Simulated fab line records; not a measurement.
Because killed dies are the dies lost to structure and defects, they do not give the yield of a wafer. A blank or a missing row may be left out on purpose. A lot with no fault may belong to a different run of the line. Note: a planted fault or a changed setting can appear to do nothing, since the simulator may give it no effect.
Chamber matching + flow nand-harc + NHARC_P_M2_DEP_33 on pecvd-01 has 3 sister chambers
The step deposits SiCN, target thk 30 nm. 3 wafers are shown with their chamber, then 7 later ones without.

## WAFERS, EACH WITH ITS CHAMBER
| wafer  | chamber | showerhead-vpp-V (V) |
|--------|---------|----------------------|
| L507.1 | 0       | 1251                 |
| L512.1 | 1       | 1246                 |
| L512.3 | 2       | 1308                 |

## WAFERS WITH NO CHAMBER GIVEN
| wafer  | showerhead-vpp-V (V) |
|--------|----------------------|
| L512.4 | 1272                 |
| L511.2 | 1261                 |
| L511.3 | 1339                 |
| L511.5 | 1251                 |
| L523.1 | 1258                 |
| L523.3 | 1331                 |
| L523.4 | 1279                 |

## CHAMBER TAKEN BY EACH
| wafer  | from the rows above          | in truth |
|--------|------------------------------|----------|
| L512.4 | can't be placed: 0 or 1 or 2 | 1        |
| L511.2 | can't be placed: 0 or 1 or 2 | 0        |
| L511.3 | 2                            | 2        |
| L511.5 | can't be placed: 0 or 1      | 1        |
| L523.1 | can't be placed: 0 or 1      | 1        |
| L523.3 | 2                            | 2        |
| L523.4 | can't be placed: 0 or 2 or 1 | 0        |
2 of 7 placed correctly. Not placeable from these rows: 5 (in 5, the candidates include the true chamber). Wrongly placed: 0.
How it was worked out, from the rows above alone: a wafer's distance from a chamber is the root of the sum, over the readings, of the square of ((its reading less the chamber's mean) divided by the reading's scatter). The wafer belongs to the nearest chamber; if the next one is less than 2 further off, it can't be placed. A chamber's mean is the mean of its shown wafers. The scatter: root of mean squared gap, hidden wafer to nearest shown wafer, with one shown wafer a chamber.
